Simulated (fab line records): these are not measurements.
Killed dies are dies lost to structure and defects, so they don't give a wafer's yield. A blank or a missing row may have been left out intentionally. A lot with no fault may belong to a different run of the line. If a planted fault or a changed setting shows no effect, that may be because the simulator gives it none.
Which tool was responsible? :: flow nandHarc :: 36 wafers from 12 lots sampled at 4 of the route's 1302 steps

WHAT THE GAUGES SHOWED, per wafer
NHARC_A_ONON_D1_THK_MEAS_21: measures by ellipsometry.
lot: L076
measured: day 8 22:57
on: filmMetro-02
thkNm (nm): 988 986 988

lot: L077
measured: day 9 11:46
on: filmMetro-01
thkNm (nm): 1008 1009 1009

lot: L079
measured: day 10 13:50
on: filmMetro-02
thkNm (nm): 1002 1002 1002

lot: L081
measured: day 11 04:28
on: filmMetro-02
thkNm (nm): 993 992 992

lot: L083
measured: day 12 06:10
on: filmMetro-01
thkNm (nm): 1016 1014 1016

lot: L085
measured: day 12 20:26
on: filmMetro-02
thkNm (nm): 1002 1005 1001

lot: L087
measured: day 13 13:47
on: filmMetro-01
thkNm (nm): 1001 1002 1005

lot: L089
measured: day 14 08:54
on: filmMetro-01
thkNm (nm): 1017 1018 1015

lot: L090
measured: day 15 01:49
on: filmMetro-01
thkNm (nm): 1005 1004 1003

lot: L093
measured: day 15 20:59
on: filmMetro-01
thkNm (nm): 1000 1001 1002

lot: L095
measured: day 17 10:32
on: filmMetro-01
thkNm (nm): 988 988 990

lot: L097
measured: day 17 20:04
on: filmMetro-01
thkNm (nm): 996 994 994

WHAT TOOL EACH LOT RAN ON (gives the tool, then ch and the chambers of the sampled wafers, and finally the start)
lot: L076
NHARC_P_BONDPAD_ETCH_24: rieDiel-02 ch 0,1,2, day 7 12:29 or earlier
NHARC_P_BONDPAD_PVD_17: pvdSputter-01, day 7 12:29 or earlier
NHARC_P_BONDPAD_ANNEAL_28: rtpAnneal-02 ch 0, day 7 12:29

lot: L077
NHARC_P_BONDPAD_ETCH_24: rieDiel-06 ch 1,3, day 8 01:10 or earlier
NHARC_P_BONDPAD_PVD_17: pvdSputter-03, day 8 01:10 or earlier
NHARC_P_BONDPAD_ANNEAL_28: rtpAnneal-02 ch 0, day 8 01:10

lot: L079
NHARC_P_BONDPAD_ETCH_24: rieDiel-06 ch 2,3, day 8 21:28
NHARC_P_BONDPAD_PVD_17: pvdSputter-02, day 8 22:38 or earlier
NHARC_P_BONDPAD_ANNEAL_28: rtpAnneal-02 ch 0, day 8 22:38

lot: L081
NHARC_P_BONDPAD_ETCH_24: rieDiel-06 ch 1,2,3, day 9 14:21 or earlier
NHARC_P_BONDPAD_PVD_17: pvdSputter-01, day 9 14:21 or earlier
NHARC_P_BONDPAD_ANNEAL_28: rtpAnneal-02 ch 0, day 9 14:21

lot: L083
NHARC_P_BONDPAD_ETCH_24: rieDiel-13 ch 0,1,3, day 10 13:14 or earlier
NHARC_P_BONDPAD_PVD_17: pvdSputter-03, day 10 13:14 or earlier
NHARC_P_BONDPAD_ANNEAL_28: rtpAnneal-02 ch 0, day 10 13:14

lot: L085
NHARC_P_BONDPAD_ETCH_24: rieDiel-02 ch 2,3, day 11 04:28
NHARC_P_BONDPAD_PVD_17: pvdSputter-01, day 11 05:39 or earlier
NHARC_P_BONDPAD_ANNEAL_28: rtpAnneal-02 ch 0, day 11 05:39

lot: L087
NHARC_P_BONDPAD_ETCH_24: rieDiel-13 ch 0,1,3, day 12 02:47 or earlier
NHARC_P_BONDPAD_PVD_17: pvdSputter-01, day 12 02:47 or earlier
NHARC_P_BONDPAD_ANNEAL_28: rtpAnneal-02 ch 0, day 12 02:47

lot: L089
NHARC_P_BONDPAD_ETCH_24: rieDiel-06 ch 0,2,3, day 12 21:32 or earlier
NHARC_P_BONDPAD_PVD_17: pvdSputter-03, day 12 21:32 or earlier
NHARC_P_BONDPAD_ANNEAL_28: rtpAnneal-01 ch 0, day 12 21:32

lot: L090
NHARC_P_BONDPAD_ETCH_24: rieDiel-06 ch 0,3, day 13 14:25 or earlier
NHARC_P_BONDPAD_PVD_17: pvdSputter-03, day 13 14:25 or earlier
NHARC_P_BONDPAD_ANNEAL_28: rtpAnneal-01 ch 0, day 13 14:25

lot: L093
NHARC_P_BONDPAD_ETCH_24: rieDiel-13 ch 0,2,3, day 14 12:47 or earlier
NHARC_P_BONDPAD_PVD_17: pvdSputter-03, day 14 12:47 or earlier
NHARC_P_BONDPAD_ANNEAL_28: rtpAnneal-01 ch 0, day 14 12:47

lot: L095
NHARC_P_BONDPAD_ETCH_24: rieDiel-13 ch 0,1,3, day 15 19:46
NHARC_P_BONDPAD_PVD_17: pvdSputter-02, day 15 21:07 or earlier
NHARC_P_BONDPAD_ANNEAL_28: rtpAnneal-02 ch 0, day 15 21:07

lot: L097
NHARC_P_BONDPAD_ETCH_24: rieDiel-06 ch 0,2,3, day 16 07:03 or earlier
NHARC_P_BONDPAD_PVD_17: pvdSputter-03, day 16 07:03 or earlier
NHARC_P_BONDPAD_ANNEAL_28: rtpAnneal-02 ch 0, day 16 07:03
- NHARC_P_BONDPAD_ETCH_24: etches the open film in CF4/N2, target depth 30 nm, time 72.99 s.
- NHARC_P_BONDPAD_PVD_17: deposits TaN, target thk 5 nm, time 8.06 s.
- NHARC_P_BONDPAD_ANNEAL_28: time 90 s.

THE ANSWER, worked out from the rows above alone
Rule: usual is defined by the lots themselves. The widest of any qualifying gaps counts: lots, ordered by their means at a reading, are off when they make up no more than a third of the lots, leave a main group of 4 or more, and stand apart from it by 3 or more times the standard deviation of that group's means. If all means in a main group match to the digits the tables above print for the reading, that group is not used. A lot without any number at a reading at which 4 lots or more have one is off too. Any other lot the step has rows for is counted as sound.
No lot is off at any reading shown: from this, nothing can be told.

WHAT THE SIMULATOR PUT IN
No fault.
